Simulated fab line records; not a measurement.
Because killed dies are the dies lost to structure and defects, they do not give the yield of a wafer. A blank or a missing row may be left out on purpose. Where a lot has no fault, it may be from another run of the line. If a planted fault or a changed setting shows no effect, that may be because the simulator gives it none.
Which tool was responsible? -- flow n5_finfet -- 10 lots, 30 wafers sampled, at 1 step of a route of 1938

## WHAT THE GAUGES SHOWED, per wafer
N5_BEOL_M11_INSPECT_13: inspects for defects (brightfield).
lot,measured,on,raw_defect_count
L821,day 10 10:26,defect_inspect-02,326 314 275
L822,day 10 22:27,defect_inspect-01,326 475 320
L823,day 11 02:14,defect_inspect-01,454 375 559
L826,day 11 22:56,defect_inspect-01,443 283 345
L831,day 12 06:02,defect_inspect-01,382 330 432
L837,day 14 07:31,defect_inspect-01,424 320 378
L839,day 14 18:49,defect_inspect-01,602 748 514
L840,day 15 04:45,defect_inspect-02,478 568 461
L843,day 15 21:34,defect_inspect-02,632 533 504
L844,day 16 01:46,defect_inspect-01,346 419 400

## WHAT TOOL EACH LOT RAN ON (gives the tool, then ch and the chambers of the sampled wafers, and finally the start)
There is no process step in the record ahead of these readings.

## THE ANSWER, worked out from the rows above alone
Rule: the lots themselves supply what counts as usual. The widest of any qualifying gaps counts: lots, ordered by their means at a reading, are off when they make up no more than a third of the lots, leave a main group of 4 or more, and stand apart from it by 3 or more times the standard deviation of that group's means. Not used: any main group whose means are identical at the precision the tables above print for the reading. A lot without any number at a reading at which 4 lots or more have one is off too. The other lots that the step has rows for count as sound.
None of the lots is off at any reading shown; this tells nothing.

## WHAT HAD BEEN PUT IN BY THE SIMULATOR
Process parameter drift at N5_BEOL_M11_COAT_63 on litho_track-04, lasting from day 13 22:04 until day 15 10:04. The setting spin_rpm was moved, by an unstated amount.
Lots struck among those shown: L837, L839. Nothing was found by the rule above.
